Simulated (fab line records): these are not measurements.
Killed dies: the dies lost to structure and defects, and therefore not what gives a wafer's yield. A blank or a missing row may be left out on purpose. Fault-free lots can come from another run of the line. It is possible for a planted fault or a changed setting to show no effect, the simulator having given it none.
A struck lot beside a sound one -- flow n5-finfet -- 36 out of 1938 route steps
Sound: wafers L534.3, L534.4, L534.6. Wafers L545.1, L545.4, L545.6 were the ones struck. The cause is named last.
Order at every step that has rows: each side's tool, ch and its chambers, its first start. Under that, the readings that differ: sound wafers -- struck wafers -- difference of the means -- sigmas: that difference in standard deviations of wafers without a fault.
alike: readings whose means differ by less than 2 such deviations, and words and numbers that are the same on both sides. not compared: withheld readings, readings that some wafer has no value for, bounds like >300 that may hide the same value, and numbers for which the record gives no deviation and whose values overlap.
A row with sigmas, a row that says differs or no value, or rows on one side alone: a step with any of these is where the two part. Non-overlapping numbers with no deviation appear without sigmas and do not part them. A reading missing from all wafers of one side parts the sides only when that side holds two or more wafers.

N5_BEOL_M4_THK_MEAS_53: measures by xrf.
  sound on film-metro-01 at day 10 00:26; struck on film-metro-01 at day 12 14:53
  alike: M4_THK
N5_BEOL_M4_PRE_CLEAN_60: time 15 s.
  sound on cvd-co-01 ch 0,1, day 10 00:28; struck on cvd-co-02 ch 1,2, day 12 14:55
  alike: heater-power-outer-w, heater-power-w
then, 3 steps without rows for these wafers: N5_BEOL_M4_CO_CAP_55 (material Co, precursor CCTBA/H2, target thk 2 nm, time 102.1 s); N5_BEOL_M4_PRE_CLEAN_56 (time 15 s); N5_BEOL_M4_DEP_57 (deposits SiCN from 3MS/NH3, target thk 8 nm, time 14 s).
N5_BEOL_M4_RS_MEAS_58: uses a four-point probe to measure.
  sound on film-metro-02 at day 10 00:42; struck on film-metro-02 at day 12 15:08
  alike: M4_RS
N5_BEOL_M4_INSPECT_59: inspects for defects (darkfield).
  sound on defect-inspect-01 at day 10 00:43; struck on defect-inspect-01 at day 12 15:10
  alike: raw-defect-count
N5_BEOL_M4_RC_MEAS_101:
  sound on prober-02 ch 0, day 10 01:04; struck on prober-02 ch 0, day 12 15:11
  alike: DIBL_N, DIBL_P, IOFF_N, IOFF_P, ION_N, ION_P, SS_N, SS_P, VT_N, VT_P
then, 2 steps without rows for these wafers: N5_BEOL_M5_ILD_DEP_00 (deposits SiCOH lowk from DEMS/porogen, target thk 140.64 nm, time 25.9 s); N5_BEOL_M5_CURE_79 (cures SiCOH lowk, time 240 s).
N5_BEOL_M5_THK_MEAS_01:
  sound on film-metro-01 at day 10 02:17; struck on film-metro-01 at day 12 17:12
  alike: M5_ILD_THK
then, 1 step without rows for these wafers: N5_BEOL_M5_PECVD_70 (deposits SiO2 from TEOS/O2, target thk 16 nm, time 18 s).
N5_BEOL_M5_HM_DEP_02: deposits TiN, target thk 20 nm.
  sound on pvd-sputter-03 at day 10 02:25; struck on pvd-sputter-03 at day 12 17:30
  no value came back on the struck wafers for chamber-pressure-pa (Pa), substrate-temp-c (C), throttle-valve-pct (%); on the sound wafers chamber-pressure-pa (Pa) reads 0.4976 0.5011 0.5003
then, 9 steps without rows for these wafers: N5_BEOL_M5_COAT_59 (time 60 s, resist thk 60 nm); N5_BEOL_M5_COAT_60 (time 60 s, resist thk 12 nm); N5_BEOL_M5_COAT_71 (time 60 s, resist thk 5 nm); N5_BEOL_M5_COAT_05 (resist thk 30 nm); N5_BEOL_M5_EBR_07; N5_BEOL_M5_SOFTBAKE_06 (time 60 s); N5_BEOL_M5_EXPOSE_08 (exposes mask M5, target cd 28 nm); N5_BEOL_M5_PEB_09 (peb time 60 s); N5_BEOL_M5_DEVELOP_10 (develop time 30 s).
N5_BEOL_M5_CD_MEAS_11: the cd target is 27.74 nm.
  sound on cd-sem-02 ch 0, day 10 02:56; struck on cd-sem-02 ch 0, day 12 17:54
  alike: cd-nm
N5_BEOL_M5_OVL_MEAS_12:
  sound on overlay-02 ch 0, day 10 02:59; struck on overlay-02 ch 0, day 12 17:56
  alike: M5_OVL
N5_BEOL_M5_INSPECT_13: inspects for defects (brightfield).
  sound on defect-inspect-01 at day 10 03:01; struck on defect-inspect-02 at day 12 17:59
  alike: raw-defect-count
then, 1 step without rows for these wafers: N5_BEOL_M5_DESCUM_16 (chemistry O2, time 7 s).
N5_BEOL_M5_ETCH_72: etches underlayer in N2/H2, target depth 6.5 nm, time 5.2 s.
  sound on rie-diel-03 ch 1,3, day 10 04:49; struck on rie-diel-04 ch 0,2, day 12 18:04
  alike: drypump-motor-current-A, etch-rf-on-time-s, oes-product-au, rf-vpp-V, showerhead-plenum-p-Torr, throttle-valve-pct
  not compared: rf-hours-counter-h
N5_BEOL_M5_ETCH_61: etches SiARC in CF4, target depth 15.6 nm, time 26 s.
  sound on rie-diel-03 ch 1,3, day 10 04:50; struck on rie-diel-04 ch 0,2, day 12 18:05
  alike: drypump-motor-current-A, etch-rf-on-time-s, oes-product-au, rf-vpp-V, showerhead-plenum-p-Torr, throttle-valve-pct
  not compared: rf-hours-counter-h
N5_BEOL_M5_ETCH_62: etches SOC in N2/H2, target depth 75 nm, overetch 15 nm, time 112.5 s.
  sound on rie-diel-03 ch 1,3, day 10 04:52; struck on rie-diel-04 ch 0,2, day 12 18:07
  alike: drypump-motor-current-A, oes-product-au, rf-vpp-V, showerhead-plenum-p-Torr, throttle-valve-pct
  not compared: rf-hours-counter-h
then, 3 steps without rows for these wafers: N5_BEOL_M5_STRIP_63 (strips in N2/H2); N5_BEOL_M5_STRIP_73 (strips in N2/H2); N5_BEOL_M5_STRIP_64 (strips in CF4).
N5_BEOL_M5_HM_OPEN_17: chemistry Cl2/BCl3, target TiN, target depth 20 nm, overetch 6 nm.
  sound on rie-metal-03 ch 0,1, day 10 05:05; struck on rie-metal-03 ch 1, day 12 18:17
reading,sound,struck,difference,sigmas
oes-product-au (a.u.),0.59 0.54 0.54,0.35 0.34 0.35,-0.21,-2
throttle-valve-pct (%),21.93 22.47 22.49,22.91 22.91 22.91,+0.61,+4
model.etch.depth-nm (nm),20.2 20.24 20.17,0 0 0,-20,
  alike: drypump-motor-current-A
  not compared: rf-hours-counter-h
N5_BEOL_M5_STRIP_19: strips in O2.
  sound on rie-diel-03 ch 1,2,3, day 10 05:14; struck on rie-diel-04 ch 0,3, day 12 18:23
  alike: drypump-motor-current-A, o2-flow-sccm, oes-product-au, rf-vpp-V, showerhead-plenum-p-Torr, throttle-valve-pct
  not compared: rf-hours-counter-h
N5_BEOL_M5_CD_MEAS_18: pitch 56 nm, target cd 28 nm.
  sound on cd-sem-03 at day 10 05:19; struck on cd-sem-03 at day 12 18:28
reading,sound,struck,difference,sigmas
cd-nm (nm),28.32 28.01 28.11,- - -,no value on the struck wafers,
then, 1 step without rows for these wafers: N5_BEOL_M5_COAT_65 (time 60 s, resist thk 60 nm).

== WHERE THEY PART ==
At N5_BEOL_M5_HM_DEP_02 first; at N5_BEOL_M5_CD_MEAS_18 last (within this record only).

WHY: what the simulator had put in
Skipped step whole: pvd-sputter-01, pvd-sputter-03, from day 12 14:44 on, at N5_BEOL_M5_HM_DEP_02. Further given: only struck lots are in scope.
